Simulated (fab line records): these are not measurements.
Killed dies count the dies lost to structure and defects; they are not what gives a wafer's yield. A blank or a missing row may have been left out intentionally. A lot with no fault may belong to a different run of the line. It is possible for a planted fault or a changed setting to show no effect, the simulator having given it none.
Chamber matching + flow n5_finfet + N5_BEOL_M0_STRIP_142 on rie_diel-06: 4 sister chambers
The step strips in N2/H2, time 10 s. 4 wafers are shown with their chamber, then 10 later ones without.

== EACH WAFER AND ITS CHAMBER ==
| wafer  | chamber | drypump_motor_current_A (A) |
|--------|---------|-----------------------------|
| L085.4 | 0       | 6.3                         |
| L090.1 | 3       | 5.9                         |
| L091.2 | 1       | 4.8                         |
| L091.3 | 2       | 5.1                         |

== WAFERS MISSING THEIR CHAMBER ==
| wafer  | drypump_motor_current_A (A) |
|--------|-----------------------------|
| L091.4 | 5.9                         |
| L092.2 | 5.9                         |
| L092.5 | 4.8                         |
| L092.6 | 5.1                         |
| L095.1 | 4.8                         |
| L095.3 | 5.1                         |
| L095.4 | 5.9                         |
| L097.2 | 5.8                         |
| L097.5 | 5.8                         |
| L097.6 | 5.1                         |

== CHAMBER TAKEN BY EACH ==
| wafer  | from the rows above | in truth |
|--------|---------------------|----------|
| L091.4 | 3                   | 3        |
| L092.2 | 3                   | 3        |
| L092.5 | 1                   | 1        |
| L092.6 | 2                   | 2        |
| L095.1 | 1                   | 1        |
| L095.3 | 2                   | 2        |
| L095.4 | 3                   | 3        |
| L097.2 | 3                   | 3        |
| L097.5 | 3                   | 3        |
| L097.6 | 2                   | 2        |
Correctly placed: 10 of 10. From these rows, 0 cannot be placed. Wrongly placed: 0.
How it was worked out, from the rows above alone: a wafer's distance from a chamber is the root of the sum, over the readings, of the square of ((its reading less the chamber's mean) divided by the reading's scatter). If the next closest chamber is less than 2 further off than the closest, the wafer can't be placed; otherwise it belongs to the closest. The mean given for a chamber averages the wafers shown for that chamber. The scatter: with one shown wafer a chamber, the root of the mean of the squares of how far each hidden wafer lies from its nearest shown one.
